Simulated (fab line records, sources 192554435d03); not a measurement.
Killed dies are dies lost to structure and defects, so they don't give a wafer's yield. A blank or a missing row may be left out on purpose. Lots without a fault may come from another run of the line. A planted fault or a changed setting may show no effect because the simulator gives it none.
Which tool did it? | flow n5_finfet | 12 lots, 36 wafers sampled, at 6 steps of a route of 1938

WHAT THE GAUGES READ, wafer by wafer
N5_BEOL_M2_THK_MEAS_53: measures by xrf.
lot  | measured     | on            | M2_THK (nm)
L076 | day 7 05:53  | film_metro-01 | 40.6 40.6 40.4
L077 | day 7 16:23  | film_metro-01 | 39.3 36.6 39.0
L079 | day 8 06:14  | film_metro-02 | 39.5 38.9 35.0
L081 | day 8 13:25  | film_metro-02 | 41.5 37.2 40.9
L083 | day 9 03:48  | film_metro-02 | 42.7 38.5 38.5
L085 | day 9 23:29  | film_metro-02 | 36.6 36.5 35.7
L088 | day 10 06:25 | film_metro-01 | 41.0 39.8 37.3
L089 | day 10 13:04 | film_metro-01 | 37.2 38.4 39.4
L090 | day 10 23:11 | film_metro-02 | 38.7 41.9 38.3
L092 | day 12 08:41 | film_metro-01 | 38.5 36.3 37.8
L095 | day 12 11:53 | film_metro-02 | 35.7 36.3 39.0
L097 | day 12 23:18 | film_metro-01 | 37.8 41.8 41.1

WHICH TOOL RAN EACH LOT (tool, then ch and the chambers of the sampled wafers, then the start)
lot  | N5_BEOL_M2_ANNEAL_80         | N5_BEOL_M2_SPUTTER_86        | N5_BEOL_M2_ANNEAL_87         | N5_BEOL_M2_SPUTTER_96        | N5_BEOL_M2_ANNEAL_51
L076 | pvd_sputter-01, day 7 03:37  | pvd_sputter-01, day 7 03:59  | pvd_sputter-01, day 7 04:04  | pvd_sputter-01, day 7 05:05  | rtp_anneal-01 ch 0, day 7 05:17
L077 | pvd_sputter-01, day 7 14:00  | pvd_sputter-01, day 7 14:22  | pvd_sputter-01, day 7 14:26  | pvd_sputter-01, day 7 15:28  | rtp_anneal-01 ch 0, day 7 15:49
L079 | pvd_sputter-01, day 8 03:59  | pvd_sputter-01, day 8 04:21  | pvd_sputter-01, day 8 04:26  | pvd_sputter-01, day 8 05:27  | rtp_anneal-02 ch 0, day 8 05:39
L081 | pvd_sputter-03, day 8 10:58  | pvd_sputter-03, day 8 11:19  | pvd_sputter-03, day 8 11:24  | pvd_sputter-03, day 8 12:25  | rtp_anneal-02 ch 0, day 8 12:52
L083 | pvd_sputter-03, day 9 01:32  | pvd_sputter-03, day 9 01:54  | pvd_sputter-03, day 9 01:59  | pvd_sputter-03, day 9 03:00  | rtp_anneal-01 ch 0, day 9 03:12
L085 | pvd_sputter-02, day 9 21:14  | pvd_sputter-02, day 9 21:35  | pvd_sputter-02, day 9 21:40  | pvd_sputter-02, day 9 22:41  | rtp_anneal-01 ch 0, day 9 23:01
L088 | pvd_sputter-02, day 10 04:10 | pvd_sputter-02, day 10 04:32 | pvd_sputter-02, day 10 04:37 | pvd_sputter-02, day 10 05:38 | rtp_anneal-02 ch 0, day 10 05:50
L089 | pvd_sputter-01, day 10 10:48 | pvd_sputter-01, day 10 11:10 | pvd_sputter-01, day 10 11:14 | pvd_sputter-01, day 10 12:16 | rtp_anneal-01 ch 0, day 10 12:28
L090 | pvd_sputter-02, day 10 20:55 | pvd_sputter-02, day 10 21:17 | pvd_sputter-02, day 10 21:22 | pvd_sputter-02, day 10 22:23 | rtp_anneal-01 ch 0, day 10 22:38
L092 | pvd_sputter-01, day 12 06:10 | pvd_sputter-01, day 12 06:31 | pvd_sputter-01, day 12 06:36 | pvd_sputter-01, day 12 07:37 | rtp_anneal-01 ch 0, day 12 07:55
L095 | pvd_sputter-03, day 12 09:38 | pvd_sputter-03, day 12 10:00 | pvd_sputter-03, day 12 10:05 | pvd_sputter-03, day 12 11:06 | rtp_anneal-02 ch 0, day 12 11:23
L097 | pvd_sputter-01, day 12 19:25 | pvd_sputter-01, day 12 19:47 | pvd_sputter-01, day 12 19:52 | pvd_sputter-01, day 12 20:53 | rtp_anneal-02 ch 0, day 12 22:45
- N5_BEOL_M2_ANNEAL_80: time 240 s.
- N5_BEOL_M2_SPUTTER_86: material Cu, target thk 4.5 nm, time 8.29 s.
- N5_BEOL_M2_ANNEAL_87: time 240 s.
- N5_BEOL_M2_SPUTTER_96: material Cu, target thk 4.5 nm, time 8.29 s.
- N5_BEOL_M2_ANNEAL_51: time 90 s.

THE ANSWER, worked out from the rows above alone
Rule: what is usual is taken from the lots themselves. Put in order of their means at a reading, lots are off if they are a third of the lots or fewer, leave a main group of 4 or more, and stand apart from it by a gap of 3 or more times the standard deviation of the main group's means; of several such gaps the widest counts. A main group whose means are all the same, to the digits that the tables above print for the reading, isn't used. A lot without any number at a reading at which 4 lots or more have one is off too. The other lots that the step has rows for count as sound.
No lot is off at any reading shown: from this, nothing can be told.

WHAT THE SIMULATOR HAD PUT IN
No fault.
